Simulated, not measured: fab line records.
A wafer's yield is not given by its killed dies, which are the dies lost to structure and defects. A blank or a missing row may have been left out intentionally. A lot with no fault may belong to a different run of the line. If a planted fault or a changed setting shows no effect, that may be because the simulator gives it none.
Split-lot study	flow n5-finfet	route with 1938 steps; 7 lots, 21 wafers read

THE SPLIT
At N5_BEOL_M1_COAT_22 (resist thk 30 nm), the setting spin-rpm was moved away from the recipe's 1500 rpm on 9 of the 21 wafers read, by -8.1% to +6.3%. All remaining wafers had this setting at the recipe value.

FROM THE SPLIT TO THE READING: what the file shows between them, 6 steps
- N5_BEOL_M1_EXPOSE_25: exposes mask V0, defocus 5 nm, target cd 24 nm (also split here: dose-mj)
- N5_BEOL_M1_PEB_26: peb time 60 s
- N5_BEOL_M1_DEVELOP_27: develop time 30 s
- N5_BEOL_M1_CD_MEAS_28: target cd y 23.3 nm
- N5_BEOL_M1_DESCUM_33: chemistry O2, time 7 s
- N5_BEOL_M1_ETCH_77: etches underlayer in N2/H2, target depth 6.5 nm, time 5.2 s

THE READING
CAR-EUV_of_BEOL_M1_COAT_22.thk-nm (the simulator's own value, which no gauge read), in nm, at N5_BEOL_M1_ETCH_69 (etches SiARC in CF4, target depth 15.6 nm, time 26 s). No usual value for it is given in the file. The 12 wafers here that ran the recipe average 11.1 nm, standard deviation 0.094 nm.

wafer	tool, chamber at the split	spin-rpm as run, rpm	against the recipe	CAR-EUV_of_BEOL_M1_COAT_22.thk-nm, nm	against lot-mates on the recipe
L074.1	litho-track-01, 0	1500	recipe	11.2	-
L074.4	litho-track-01, 0	1500	recipe	11	-
L074.6	litho-track-01, 0	1500	recipe	11	-
L078.1	litho-track-01, 0	1500	recipe	11.2	-
L078.2	litho-track-01, 0	1500	recipe	11.2	-
L078.6	litho-track-01, 0	1500	recipe	11.2	-
L079.1	litho-track-01, 0	1396	-6.9%	12.2	+1.0
L079.2	litho-track-01, 0	1396	-6.9%	12.2	+1.0
L079.6	litho-track-01, 0	1500	recipe	11.2	-
L085.1	litho-track-02, 0	1500	recipe	11.2	-
L085.3	litho-track-02, 0	1500	recipe	11	-
L085.5	litho-track-02, 0	1567	+4.5%	10.4	-0.7
L093.1	litho-track-04, 0	1500	recipe	11.2	-
L093.4	litho-track-04, 0	1378	-8.1%	12.4	+1.2
L093.6	litho-track-04, 0	1378	-8.1%	12.4	+1.2
L094.4	litho-track-04, 0	1500	recipe	11	-
L094.5	litho-track-04, 0	1569	+4.6%	10.6	-0.4
L094.6	litho-track-04, 0	1569	+4.6%	10.6	-0.4
L095.1	litho-track-04, 0	1500	recipe	11.2	-
L095.2	litho-track-04, 0	1595	+6.3%	10.2	-1.0
L095.6	litho-track-04, 0	1595	+6.3%	10.2	-1.0

THE FIT
A straight line over all 21 wafers: CAR-EUV_of_BEOL_M1_COAT_22.thk-nm changes by -0.149 nm for each +1% of spin-rpm; r = -0.99; the points scatter about the line by 0.091 nm.
The same after taking each lot's own level away (the mean of its wafers on the recipe; 21 wafers): -0.142 nm for each +1%; r = -0.99; scatter 0.1 nm.
Per that fit: largest spin-rpm move, reading shift of 1.2 nm.
The span of the lots' own levels, 11.00 to 11.20 nm, comes to 2.1 times the standard deviation stated above.
So the lot-to-lot level changes the slope little: the two slopes agree.
Check: with one of the wafers moved furthest among these (-8.1%) left out of the fit, the line predicts +1.17 nm for it against its lot-mates. It came out at +1.2 nm against them.

OTHER SPLITS ON THESE WAFERS
These wafers also went through other splits before the reading. Each is held against what the fit with the lots' levels taken away leaves over:
other split on the same wafers	wafers away from the commonest value	r with CAR-EUV_of_BEOL_M1_COAT_22.thk-nm (lot level and that fit taken away)
N5_BEOL_M1_ILD_DEP_00 time-s	10	-0.45
N5_BEOL_M1_PECVD_72 time-s	8	-0.17
N5_BEOL_M1_EXPOSE_25 dose-mj	9	-0.32

THE WHOLE CHAIN: every reading that the file lists as answering this split, in the file's order
step	what it does	reading	change (the file's fit)	r (the file's)
N5_BEOL_M1_COAT_22	resist thk 30 nm	CAR-EUV_of_BEOL_M1_COAT_22.thk-nm (the simulator's own value, which no gauge read)	-0.16 nm for each +1% of the setting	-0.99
N5_BEOL_M1_DEVELOP_27	develop time 30 s	CAR-EUV_of_BEOL_M1_COAT_22.thk-nm (the simulator's own value, which no gauge read)	-0.15 nm for each +1% of the setting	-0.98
N5_BEOL_M1_ETCH_69	etches SiARC in CF4, target depth 15.6 nm, time 26 s	CAR-EUV_of_BEOL_M1_COAT_22.thk-nm (the simulator's own value, which no gauge read)	-0.143 nm for each +1% of the setting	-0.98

THE FILE'S OWN FIT
CAR-EUV_of_BEOL_M1_COAT_22.thk-nm changes by -0.143 nm for each +1% of spin-rpm, r = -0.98.
